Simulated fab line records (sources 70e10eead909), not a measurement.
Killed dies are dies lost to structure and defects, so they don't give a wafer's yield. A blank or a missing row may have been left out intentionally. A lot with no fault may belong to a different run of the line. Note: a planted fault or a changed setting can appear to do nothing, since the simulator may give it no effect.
fab line records :: flow nand-harc
record:
  lots: 13
  wafers: 39
  last-day: 33
route steps=1302 shown P_M1@306 P_M2@325
lots that met no fault: taken from a fault-free run of the same line
start-h: hours from the record's opening day to when the first of the lot's shown wafers began :: wait-h: hours elapsed since this lot's preceding step :: " as in the row above :: L1.1+2: a single row standing in for several wafers :: - no value, or no start was given :: * or withheld: withheld :: < > ~ a bound
route shown NAME@n: a module of which the file shows steps, and the number in the route of the first :: usual: mean/standard deviation taken from wafers without a fault :: same: alike in all rows :: chamber/n: place in a boat :: sites: the reading at each site :: _std_site: their standard deviation :: _edge_site: the outer-site mean with the inner-site mean subtracted :: radius-mm: how far each site lies from the wafer's centre :: mask NAME#n: copy n :: behind: the last tool/chamber to shape the wafer :: hold: the reason the lot was held/the length of the hold in hours/how it ended :: device: whichever transistor did not switch (one of n, p or np) :: end of line: the route-end tests of the same wafers :: for a step that has no rows: nothing shown but its recipe :: killed: count of dies lost to structure and defects at first sort (not the wafer's yield) :: map: a wafer's dies, marking killed ones x, the rest . and places with no die _
set.NAME: the setting the step ran with; set.NAME@STEP: the setting that earlier step ran with :: model.NAME: the simulator's own value behind a step, which no gauge read
a sample of lots followed through the steps of the route, with each step as a table and each wafer as a row
services: a tool's chamber out of use, with start hour (start-h, from the record's first day; less than 0 if before it), hours out, and reason
== steps ==
step: NHARC_P_M1_PRE_CLEAN_30
recipe:
  time-s: 30
  temp-c: 280
  gas: H2/He
usual:
  heater-power-w: 396/27
lot.wafer: L415.3
tool: pvd-sputter-03
chamber: -
start-h: -
wait-h: -
heater-power-w: 423

lot.wafer: L415.4
tool: pvd-sputter-03
chamber: -
start-h: -
wait-h: -
heater-power-w: 394

lot.wafer: L415.2
tool: pvd-sputter-03
chamber: -
start-h: -
wait-h: -
heater-power-w: 399

lot.wafer: L416.2
tool: pvd-sputter-01
chamber: -
start-h: -
wait-h: -
heater-power-w: 392

lot.wafer: L416.3
tool: pvd-sputter-01
chamber: -
start-h: -
wait-h: -
heater-power-w: 437

lot.wafer: L416.5
tool: pvd-sputter-01
chamber: -
start-h: -
wait-h: -
heater-power-w: 405

lot.wafer: L419.4
tool: pvd-sputter-03
chamber: -
start-h: -
wait-h: -
heater-power-w: 424

lot.wafer: L419.2
tool: pvd-sputter-03
chamber: -
start-h: -
wait-h: -
heater-power-w: 386

lot.wafer: L419.5
tool: pvd-sputter-03
chamber: -
start-h: -
wait-h: -
heater-power-w: 395

lot.wafer: L422.4
tool: pvd-sputter-02
chamber: -
start-h: -
wait-h: -
heater-power-w: 371

lot.wafer: L422.5
tool: pvd-sputter-02
chamber: -
start-h: -
wait-h: -
heater-power-w: 378

lot.wafer: L422.6
tool: pvd-sputter-02
chamber: -
start-h: -
wait-h: -
heater-power-w: 388

lot.wafer: L425.4
tool: pvd-sputter-02
chamber: -
start-h: -
wait-h: -
heater-power-w: 355

lot.wafer: L425.3
tool: pvd-sputter-02
chamber: -
start-h: -
wait-h: -
heater-power-w: 348

lot.wafer: L425.2
tool: pvd-sputter-02
chamber: -
start-h: -
wait-h: -
heater-power-w: 377

lot.wafer: L429.1
tool: pvd-sputter-02
chamber: -
start-h: -
wait-h: -
heater-power-w: 394

lot.wafer: L429.4
tool: pvd-sputter-02
chamber: -
start-h: -
wait-h: -
heater-power-w: 347

lot.wafer: L429.3
tool: pvd-sputter-02
chamber: -
start-h: -
wait-h: -
heater-power-w: 383

lot.wafer: L430.1
tool: pvd-sputter-01
chamber: -
start-h: -
wait-h: -
heater-power-w: 400

lot.wafer: L430.3
tool: pvd-sputter-01
chamber: -
start-h: -
wait-h: -
heater-power-w: 410

lot.wafer: L430.2
tool: pvd-sputter-01
chamber: -
start-h: -
wait-h: -
heater-power-w: 470

lot.wafer: L431.1
tool: pvd-sputter-01
chamber: -
start-h: -
wait-h: -
heater-power-w: 402

lot.wafer: L431.4
tool: pvd-sputter-01
chamber: -
start-h: -
wait-h: -
heater-power-w: 449

lot.wafer: L431.3
tool: pvd-sputter-01
chamber: -
start-h: -
wait-h: -
heater-power-w: 391

lot.wafer: L433.4
tool: pvd-sputter-02
chamber: -
start-h: -
wait-h: -
heater-power-w: 378

lot.wafer: L433.1
tool: pvd-sputter-02
chamber: -
start-h: -
wait-h: -
heater-power-w: 351

lot.wafer: L433.2
tool: pvd-sputter-02
chamber: -
start-h: -
wait-h: -
heater-power-w: 382

lot.wafer: L434.3
tool: pvd-sputter-02
chamber: -
start-h: -
wait-h: -
heater-power-w: 388

lot.wafer: L434.1
tool: pvd-sputter-02
chamber: -
start-h: -
wait-h: -
heater-power-w: 353

lot.wafer: L434.5
tool: pvd-sputter-02
chamber: -
start-h: -
wait-h: -
heater-power-w: 377

lot.wafer: L435.4
tool: pvd-sputter-02
chamber: -
start-h: -
wait-h: -
heater-power-w: 378

lot.wafer: L435.1
tool: pvd-sputter-02
chamber: -
start-h: -
wait-h: -
heater-power-w: 421

lot.wafer: L435.5
tool: pvd-sputter-02
chamber: -
start-h: -
wait-h: -
heater-power-w: 352

lot.wafer: L436.3
tool: pvd-sputter-01
chamber: -
start-h: -
wait-h: -
heater-power-w: 400

lot.wafer: L436.4
tool: pvd-sputter-01
chamber: -
start-h: -
wait-h: -
heater-power-w: 386

lot.wafer: L436.1
tool: pvd-sputter-01
chamber: -
start-h: -
wait-h: -
heater-power-w: 394

lot.wafer: L437.1
tool: pvd-sputter-02
chamber: -
start-h: -
wait-h: -
heater-power-w: 429

lot.wafer: L437.3
tool: pvd-sputter-02
chamber: -
start-h: -
wait-h: -
heater-power-w: 382

lot.wafer: L437.2
tool: pvd-sputter-02
chamber: -
start-h: -
wait-h: -
heater-power-w: 346
step: NHARC_P_M1_DEP_33
recipe:
  target-thk-a: 300
  temp-c: 370
  target-thk-nm: 30
  pressure-torr: 3
  flow-sccm: 200
  rf-w: 450
  material: SiCN
usual:
  heater-power-w: 559/87
lot.wafer: L415.2
tool: pecvd-03
chamber: 0
start-h: 131.43
wait-h: 0.1
heater-power-w: 625
since-wet-clean-h: 114

lot.wafer: L415.3
tool: pecvd-03
chamber: 1
start-h: 131.43
wait-h: 0.1
heater-power-w: 518
since-wet-clean-h: 115

lot.wafer: L415.4
tool: pecvd-03
chamber: 2
start-h: 131.43
wait-h: 0.1
heater-power-w: 669
since-wet-clean-h: -

lot.wafer: L416.2
tool: pecvd-03
chamber: 2
start-h: 137.22
wait-h: 0.1
heater-power-w: 633
since-wet-clean-h: 120

lot.wafer: L416.3
tool: pecvd-03
chamber: 0
start-h: 137.22
wait-h: 0.1
heater-power-w: 606
since-wet-clean-h: 120

lot.wafer: L416.5
tool: pecvd-03
chamber: 0
start-h: 137.22
wait-h: 0.1
heater-power-w: 598
since-wet-clean-h: -

lot.wafer: L419.2
tool: pecvd-04
chamber: 2
start-h: 170.08
wait-h: 0.1
heater-power-w: 375
since-wet-clean-h: 69

lot.wafer: L419.4
tool: pecvd-04
chamber: 1
start-h: 170.08
wait-h: 0.1
heater-power-w: 585
since-wet-clean-h: -

lot.wafer: L419.5
tool: pecvd-04
chamber: 2
start-h: 170.08
wait-h: 0.1
heater-power-w: 385
since-wet-clean-h: -

lot.wafer: L422.4
tool: pecvd-01
chamber: 0
start-h: 207.80
wait-h: 0.2
heater-power-w: 629
since-wet-clean-h: -

lot.wafer: L422.5
tool: pecvd-01
chamber: 0
start-h: 207.80
wait-h: 0.2
heater-power-w: 634
since-wet-clean-h: -

lot.wafer: L422.6
tool: pecvd-01
chamber: 2
start-h: 207.80
wait-h: 0.2
heater-power-w: 549
since-wet-clean-h: -

lot.wafer: L425.3
tool: pecvd-01
chamber: 1
start-h: 228.43
wait-h: 0.1
heater-power-w: 608
since-wet-clean-h: 85

lot.wafer: L425.2
tool: pecvd-01
chamber: 0
start-h: 228.43
wait-h: 0.1
heater-power-w: 689
since-wet-clean-h: 85

lot.wafer: L425.4
tool: pecvd-01
chamber: 1
start-h: 228.43
wait-h: 0.1
heater-power-w: 622
since-wet-clean-h: -

lot.wafer: L429.1
tool: pecvd-01
chamber: 0
start-h: 278.23
wait-h: 0.1
heater-power-w: 689
since-wet-clean-h: 135

lot.wafer: L429.3
tool: pecvd-01
chamber: 1
start-h: 278.23
wait-h: 0.1
heater-power-w: 586
since-wet-clean-h: 135

lot.wafer: L429.4
tool: pecvd-01
chamber: 1
start-h: 278.23
wait-h: 0.1
heater-power-w: 594
since-wet-clean-h: -

lot.wafer: L430.1
tool: pecvd-01
chamber: 0
start-h: 283.01
wait-h: 0.1
heater-power-w: 653
since-wet-clean-h: 140

lot.wafer: L430.2
tool: pecvd-01
chamber: 1
start-h: 283.01
wait-h: 0.1
heater-power-w: 556
since-wet-clean-h: 140

lot.wafer: L430.3
tool: pecvd-01
chamber: 2
start-h: 283.01
wait-h: 0.1
heater-power-w: 602
since-wet-clean-h: 140

lot.wafer: L431.3
tool: pecvd-03
chamber: 2
start-h: 285.69
wait-h: 0.1
heater-power-w: 696
since-wet-clean-h: 88

lot.wafer: L431.1
tool: pecvd-03
chamber: 0
start-h: 285.69
wait-h: 0.1
heater-power-w: 572
since-wet-clean-h: 88

lot.wafer: L431.4
tool: pecvd-03
chamber: 0
start-h: 285.69
wait-h: 0.1
heater-power-w: 569
since-wet-clean-h: -

lot.wafer: L433.1
tool: pecvd-01
chamber: 2
start-h: 309.23
wait-h: 0.1
heater-power-w: 508
since-wet-clean-h: 166

lot.wafer: L433.2
tool: pecvd-01
chamber: 0
start-h: 309.23
wait-h: 0.1
heater-power-w: 705
since-wet-clean-h: 166

lot.wafer: L433.4
tool: pecvd-01
chamber: 0
start-h: 309.23
wait-h: 0.1
heater-power-w: 693
since-wet-clean-h: -

lot.wafer: L434.1
tool: pecvd-04
chamber: 0
start-h: 315.80
wait-h: 0.1
heater-power-w: 536
since-wet-clean-h: 34

lot.wafer: L434.3
tool: pecvd-04
chamber: 1
start-h: 315.80
wait-h: 0.1
heater-power-w: 559
since-wet-clean-h: 34

lot.wafer: L434.5
tool: pecvd-04
chamber: 0
start-h: 315.80
wait-h: 0.1
heater-power-w: 555
since-wet-clean-h: -

lot.wafer: L435.1
tool: pecvd-04
chamber: 0
start-h: 336.74
wait-h: 0.1
heater-power-w: 498
since-wet-clean-h: 55

lot.wafer: L435.4
tool: pecvd-04
chamber: 1
start-h: 336.74
wait-h: 0.1
heater-power-w: 585
since-wet-clean-h: -

lot.wafer: L435.5
tool: pecvd-04
chamber: 2
start-h: 336.74
wait-h: 0.1
heater-power-w: 352
since-wet-clean-h: -

lot.wafer: L436.1
tool: pecvd-03
chamber: 0
start-h: 336.97
wait-h: 0.1
heater-power-w: 482
since-wet-clean-h: 139

lot.wafer: L436.3
tool: pecvd-03
chamber: 1
start-h: 336.97
wait-h: 0.1
heater-power-w: 469
since-wet-clean-h: 139

lot.wafer: L436.4
tool: pecvd-03
chamber: 1
start-h: 336.97
wait-h: 0.1
heater-power-w: 469
since-wet-clean-h: -

lot.wafer: L437.1
tool: pecvd-03
chamber: 2
start-h: 349.55
wait-h: 0.1
heater-power-w: 610
since-wet-clean-h: 152

lot.wafer: L437.3
tool: pecvd-03
chamber: 0
start-h: 349.55
wait-h: 0.1
heater-power-w: 492
since-wet-clean-h: 152

lot.wafer: L437.2
tool: pecvd-03
chamber: 1
start-h: 349.55
wait-h: 0.1
heater-power-w: 495
since-wet-clean-h: 152
step: NHARC_P_M2_EXPOSE_06
recipe:
  na: 1.35
  target-cd-nm: 170
  dose-mj: 80.78
  mask-id: P_M2
same:
  na: 1.35
lot.wafer: L415.2+3+4
tool: arfi-scanner-03
chamber: 0
start-h: 132.52
wait-h: -
mask: P_M2#0

lot.wafer: L416.2+3+5
tool: arfi-scanner-02
chamber: 0
start-h: 138.34
wait-h: -
mask: P_M2#0

lot.wafer: L419.2+4+5
tool: arfi-scanner-02
chamber: 0
start-h: 171.11
wait-h: -
mask: P_M2#0

lot.wafer: L422.4+5+6
tool: arfi-scanner-03
chamber: 0
start-h: 208.92
wait-h: -
mask: P_M2#0

lot.wafer: L425.2+3+4
tool: arfi-scanner-01
chamber: 0
start-h: 229.54
wait-h: -
mask: P_M2#0

lot.wafer: L429.1+3+4
tool: arfi-scanner-02
chamber: 0
start-h: 279.17
wait-h: -
mask: P_M2#0

lot.wafer: L430.1+2+3
tool: arfi-scanner-02
chamber: 0
start-h: 283.99
wait-h: -
mask: P_M2#0

lot.wafer: L431.1+3+4
tool: arfi-scanner-02
chamber: 0
start-h: 286.63
wait-h: -
mask: P_M2#0

lot.wafer: L433.1+2+4
tool: arfi-scanner-02
chamber: 0
start-h: 310.28
wait-h: -
mask: P_M2#0

lot.wafer: L434.1+3+5
tool: arfi-scanner-02
chamber: 0
start-h: 316.73
wait-h: -
mask: P_M2#0

lot.wafer: L435.1+4+5
tool: arfi-scanner-01
chamber: 0
start-h: 337.78
wait-h: -
mask: P_M2#0

lot.wafer: L436.1+3+4
tool: arfi-scanner-03
chamber: 0
start-h: 338.09
wait-h: -
mask: P_M2#0

lot.wafer: L437.1+2+3
tool: arfi-scanner-03
chamber: 0
start-h: 350.53
wait-h: -
mask: P_M2#0
step: NHARC_P_M2_CD_MEAS_09
recipe:
  target-cd-nm: 170
  landing-energy-ev: 500
usual:
  cd-nm: 169.8/0.64
lot.wafer: L415.2
tool: cd-sem-03
chamber: 0
start-h: 132.65
wait-h: -
cd-nm: 169.9

lot.wafer: L415.3
tool: cd-sem-03
chamber: 0
start-h: 132.65
wait-h: -
cd-nm: 170.6

lot.wafer: L415.4
tool: cd-sem-03
chamber: 0
start-h: 132.65
wait-h: -
cd-nm: 169.9

lot.wafer: L416.2
tool: cd-sem-02
chamber: 0
start-h: 138.48
wait-h: -
cd-nm: 169.5

lot.wafer: L416.3
tool: cd-sem-02
chamber: 0
start-h: 138.48
wait-h: -
cd-nm: 169.8

lot.wafer: L416.5
tool: cd-sem-02
chamber: 0
start-h: 138.48
wait-h: -
cd-nm: 168.9

lot.wafer: L419.2
tool: cd-sem-02
chamber: 0
start-h: 171.25
wait-h: -
cd-nm: 169.1

lot.wafer: L419.4
tool: cd-sem-02
chamber: 0
start-h: 171.25
wait-h: -
cd-nm: 169.8

lot.wafer: L419.5
tool: cd-sem-02
chamber: 0
start-h: 171.25
wait-h: -
cd-nm: 170.0

lot.wafer: L422.4
tool: cd-sem-01
chamber: 0
start-h: 209.06
wait-h: -
cd-nm: 170.8

lot.wafer: L422.5
tool: cd-sem-01
chamber: 0
start-h: 209.06
wait-h: -
cd-nm: 169.7

lot.wafer: L422.6
tool: cd-sem-01
chamber: 0
start-h: 209.06
wait-h: -
cd-nm: 170.4

lot.wafer: L425.2
tool: cd-sem-01
chamber: 0
start-h: 229.67
wait-h: -
cd-nm: 169.3

lot.wafer: L425.3
tool: cd-sem-01
chamber: 0
start-h: 229.67
wait-h: -
cd-nm: 171.9

lot.wafer: L425.4
tool: cd-sem-01
chamber: 0
start-h: 229.67
wait-h: -
cd-nm: 170.6

lot.wafer: L429.1
tool: cd-sem-01
chamber: 0
start-h: 279.31
wait-h: -
cd-nm: 171.0

lot.wafer: L429.3
tool: cd-sem-01
chamber: 0
start-h: 279.31
wait-h: -
cd-nm: 170.2

lot.wafer: L429.4
tool: cd-sem-01
chamber: 0
start-h: 279.31
wait-h: -
cd-nm: 169.6

lot.wafer: L430.1
tool: cd-sem-03
chamber: 0
start-h: 284.13
wait-h: -
cd-nm: 169.0

lot.wafer: L430.2
tool: cd-sem-03
chamber: 0
start-h: 284.13
wait-h: -
cd-nm: 170.2

lot.wafer: L430.3
tool: cd-sem-03
chamber: 0
start-h: 284.13
wait-h: -
cd-nm: 169.7

lot.wafer: L431.1
tool: cd-sem-03
chamber: 0
start-h: 286.77
wait-h: -
cd-nm: 169.9

lot.wafer: L431.3
tool: cd-sem-03
chamber: 0
start-h: 286.77
wait-h: -
cd-nm: 169.0

lot.wafer: L431.4
tool: cd-sem-03
chamber: 0
start-h: 286.77
wait-h: -
cd-nm: 171.3

lot.wafer: L433.1
tool: cd-sem-02
chamber: 0
start-h: 310.42
wait-h: -
cd-nm: 171.1

lot.wafer: L433.2
tool: cd-sem-02
chamber: 0
start-h: 310.42
wait-h: -
cd-nm: 169.9

lot.wafer: L433.4
tool: cd-sem-02
chamber: 0
start-h: 310.42
wait-h: -
cd-nm: 170.0

lot.wafer: L434.1
tool: cd-sem-03
chamber: 0
start-h: 316.87
wait-h: -
cd-nm: 170.0

lot.wafer: L434.3
tool: cd-sem-03
chamber: 0
start-h: 316.87
wait-h: -
cd-nm: 170.1

lot.wafer: L434.5
tool: cd-sem-03
chamber: 0
start-h: 316.87
wait-h: -
cd-nm: 169.1

lot.wafer: L435.1
tool: cd-sem-01
chamber: 0
start-h: 337.92
wait-h: -
cd-nm: 169.4

lot.wafer: L435.4
tool: cd-sem-01
chamber: 0
start-h: 337.92
wait-h: -
cd-nm: 169.1

lot.wafer: L435.5
tool: cd-sem-01
chamber: 0
start-h: 337.92
wait-h: -
cd-nm: 168.5

lot.wafer: L436.1
tool: cd-sem-02
chamber: 0
start-h: 338.22
wait-h: -
cd-nm: 169.3

lot.wafer: L436.3
tool: cd-sem-02
chamber: 0
start-h: 338.22
wait-h: -
cd-nm: 170.2

lot.wafer: L436.4
tool: cd-sem-02
chamber: 0
start-h: 338.22
wait-h: -
cd-nm: 170.0

lot.wafer: L437.1
tool: cd-sem-01
chamber: 0
start-h: 350.67
wait-h: -
cd-nm: 170.2

lot.wafer: L437.2
tool: cd-sem-01
chamber: 0
start-h: 350.67
wait-h: -
cd-nm: 170.2

lot.wafer: L437.3
tool: cd-sem-01
chamber: 0
start-h: 350.67
wait-h: -
cd-nm: 170.7
step: NHARC_P_M2_OVL_MEAS_10
recipe:
  pitch-nm: 340
usual:
  overlay-x-nm: -0.1/0.83
  overlay-y-nm: -0.1/0.72
lot.wafer: L415.2
tool: overlay-02
chamber: -
start-h: 132.74
wait-h: -
overlay-x-nm: 0.1
overlay-y-nm: -0.6

lot.wafer: L415.3
tool: overlay-02
chamber: -
start-h: 132.74
wait-h: -
overlay-x-nm: 0.9
overlay-y-nm: -1.2

lot.wafer: L415.4
tool: overlay-02
chamber: -
start-h: 132.74
wait-h: -
overlay-x-nm: 0.4
overlay-y-nm: -1.2

lot.wafer: L416.2
tool: overlay-02
chamber: -
start-h: 138.56
wait-h: -
overlay-x-nm: -2.0
overlay-y-nm: 0.3

lot.wafer: L416.3
tool: overlay-02
chamber: -
start-h: 138.56
wait-h: -
overlay-x-nm: -1.8
overlay-y-nm: 0.5

lot.wafer: L416.5
tool: overlay-02
chamber: -
start-h: 138.56
wait-h: -
overlay-x-nm: -2.2
overlay-y-nm: 0.6

lot.wafer: L419.2
tool: overlay-01
chamber: -
start-h: 171.33
wait-h: -
overlay-x-nm: -0.2
overlay-y-nm: 0.4

lot.wafer: L419.4
tool: overlay-01
chamber: -
start-h: 171.33
wait-h: -
overlay-x-nm: 0.5
overlay-y-nm: 0.4

lot.wafer: L419.5
tool: overlay-01
chamber: -
start-h: 171.33
wait-h: -
overlay-x-nm: 0.4
overlay-y-nm: 0.3

lot.wafer: L422.4
tool: overlay-02
chamber: -
start-h: 209.14
wait-h: -
overlay-x-nm: 0.3
overlay-y-nm: 0.3

lot.wafer: L422.5
tool: overlay-02
chamber: -
start-h: 209.14
wait-h: -
overlay-x-nm: -0.4
overlay-y-nm: 0.8

lot.wafer: L422.6
tool: overlay-02
chamber: -
start-h: 209.14
wait-h: -
overlay-x-nm: -0.9
overlay-y-nm: 0.4

lot.wafer: L425.2
tool: overlay-02
chamber: -
start-h: 229.76
wait-h: -
overlay-x-nm: 0.8
overlay-y-nm: -0.6

lot.wafer: L425.3
tool: overlay-02
chamber: -
start-h: 229.76
wait-h: -
overlay-x-nm: 0.7
overlay-y-nm: -1.3

lot.wafer: L425.4
tool: overlay-02
chamber: -
start-h: 229.76
wait-h: -
overlay-x-nm: 1.2
overlay-y-nm: -0.5

lot.wafer: L429.1
tool: overlay-02
chamber: -
start-h: 279.40
wait-h: -
overlay-x-nm: 1.0
overlay-y-nm: 0.1

lot.wafer: L429.3
tool: overlay-02
chamber: -
start-h: 279.40
wait-h: -
overlay-x-nm: 1.0
overlay-y-nm: 0.6

lot.wafer: L429.4
tool: overlay-02
chamber: -
start-h: 279.40
wait-h: -
overlay-x-nm: 0.6
overlay-y-nm: 1.1

lot.wafer: L430.1
tool: overlay-02
chamber: -
start-h: 284.22
wait-h: -
overlay-x-nm: 0.4
overlay-y-nm: 0.1

lot.wafer: L430.2
tool: overlay-02
chamber: -
start-h: 284.22
wait-h: -
overlay-x-nm: -0.4
overlay-y-nm: 0.2

lot.wafer: L430.3
tool: overlay-02
chamber: -
start-h: 284.22
wait-h: -
overlay-x-nm: 0.0
overlay-y-nm: 0.4

lot.wafer: L431.1
tool: overlay-01
chamber: -
start-h: 286.86
wait-h: -
overlay-x-nm: -1.5
overlay-y-nm: 0.1

lot.wafer: L431.3
tool: overlay-01
chamber: -
start-h: 286.86
wait-h: -
overlay-x-nm: -1.4
overlay-y-nm: -0.5

lot.wafer: L431.4
tool: overlay-01
chamber: -
start-h: 286.86
wait-h: -
overlay-x-nm: -0.9
overlay-y-nm: -0.5

lot.wafer: L433.1
tool: overlay-02
chamber: -
start-h: 310.51
wait-h: -
overlay-x-nm: 0.2
overlay-y-nm: 0.9

lot.wafer: L433.2
tool: overlay-02
chamber: -
start-h: 310.51
wait-h: -
overlay-x-nm: -0.6
overlay-y-nm: 1.0

lot.wafer: L433.4
tool: overlay-02
chamber: -
start-h: 310.51
wait-h: -
overlay-x-nm: 0.0
overlay-y-nm: 1.4

lot.wafer: L434.1
tool: overlay-02
chamber: -
start-h: 316.96
wait-h: -
overlay-x-nm: -0.5
overlay-y-nm: -0.1

lot.wafer: L434.3
tool: overlay-02
chamber: -
start-h: 316.96
wait-h: -
overlay-x-nm: -1.1
overlay-y-nm: 0.4

lot.wafer: L434.5
tool: overlay-02
chamber: -
start-h: 316.96
wait-h: -
overlay-x-nm: -1.3
overlay-y-nm: 0.3

lot.wafer: L435.1
tool: overlay-02
chamber: -
start-h: 338.01
wait-h: -
overlay-x-nm: 0.1
overlay-y-nm: 0.0

lot.wafer: L435.4
tool: overlay-02
chamber: -
start-h: 338.01
wait-h: -
overlay-x-nm: 0.0
overlay-y-nm: -0.2

lot.wafer: L435.5
tool: overlay-02
chamber: -
start-h: 338.01
wait-h: -
overlay-x-nm: -0.3
overlay-y-nm: -0.3

lot.wafer: L436.1
tool: overlay-01
chamber: -
start-h: 338.31
wait-h: -
overlay-x-nm: -1.0
overlay-y-nm: 0.3

lot.wafer: L436.3
tool: overlay-01
chamber: -
start-h: 338.31
wait-h: -
overlay-x-nm: -0.4
overlay-y-nm: 0.5

lot.wafer: L436.4
tool: overlay-01
chamber: -
start-h: 338.31
wait-h: -
overlay-x-nm: -0.9
overlay-y-nm: 0.7

lot.wafer: L437.1
tool: overlay-01
chamber: -
start-h: 350.76
wait-h: -
overlay-x-nm: -0.4
overlay-y-nm: -0.1

lot.wafer: L437.2
tool: overlay-01
chamber: -
start-h: 350.76
wait-h: -
overlay-x-nm: -0.4
overlay-y-nm: -0.5

lot.wafer: L437.3
tool: overlay-01
chamber: -
start-h: 350.76
wait-h: -
overlay-x-nm: 0.1
overlay-y-nm: -0.4
== services ==
tool: pecvd-01
chamber: -
start-h: 112.09
hours: 0.6
kind: repair

tool: pvd-sputter-01
chamber: -
start-h: 128.80
hours: 3.5
kind: repair

tool: pecvd-01
chamber: -
start-h: 130.20
hours: 13.0
kind: pm

tool: pecvd-03
chamber: 2
start-h: 140.18
hours: 5.1
kind: repair

tool: arfi-scanner-02
chamber: -
start-h: 148.58
hours: 0.3
kind: repair

tool: arfi-scanner-02
chamber: -
start-h: 154.14
hours: 4.0
kind: pm

tool: pecvd-01
chamber: 2
start-h: 154.53
hours: 7.0
kind: repair

tool: arfi-scanner-03
chamber: -
start-h: 169.92
hours: 0.4
kind: repair

tool: pvd-sputter-03
chamber: -
start-h: 170.05
hours: 10.0
kind: pm

tool: pecvd-03
chamber: -
start-h: 185.00
hours: 13.0
kind: pm

tool: pecvd-01
chamber: 1
start-h: 191.63
hours: 22.7
kind: repair

tool: arfi-scanner-03
chamber: -
start-h: 196.00
hours: 4.0
kind: pm

tool: pecvd-01
chamber: -
start-h: 213.82
hours: 0.9
kind: repair

tool: pvd-sputter-01
chamber: -
start-h: 226.01
hours: 10.0
kind: pm

tool: pecvd-01
chamber: 0
start-h: 228.81
hours: 4.1
kind: repair

tool: pecvd-04
chamber: -
start-h: 269.00
hours: 13.0
kind: pm

tool: pvd-sputter-02
chamber: -
start-h: 282.03
hours: 10.0
kind: pm

tool: arfi-scanner-03
chamber: -
start-h: 303.93
hours: 4.6
kind: repair

tool: pvd-sputter-01
chamber: -
start-h: 309.76
hours: 10.0
kind: repair

tool: pecvd-01
chamber: -
start-h: 311.20
hours: 13.0
kind: pm

tool: arfi-scanner-02
chamber: -
start-h: 326.14
hours: 4.0
kind: pm

tool: pecvd-01
chamber: 2
start-h: 334.70
hours: 9.5
kind: repair

tool: pvd-sputter-01
chamber: -
start-h: 338.50
hours: 2.5
kind: repair

tool: pvd-sputter-02
chamber: -
start-h: 350.20
hours: 3.9
kind: repair
== key ==
first-sign:
  step: NHARC_P_M2_CD_MEAS_09
  reading: cd-nm
  direction: up
  sigmas: 3.3
  usual: 169.8
  struck: 171.9
effect none on later readings
met-at NHARC_P_M2_EXPOSE_06
struck-lots L425
struck-wafers L425.3
not-acting-at NHARC_P_M1_PRE_CLEAN_30,NHARC_P_M1_DEP_33,NHARC_P_M2_OVL_MEAS_10
fault:
  kind: process-parameter-drift
  tool: arfi-scanner-01
  chamber: -
  onset-h: 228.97
  steps: NHARC_P_M2_EXPOSE_06
  channel: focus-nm
  offset: 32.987
  shape: step
  end-h: 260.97
  scope: struck-wafers-only
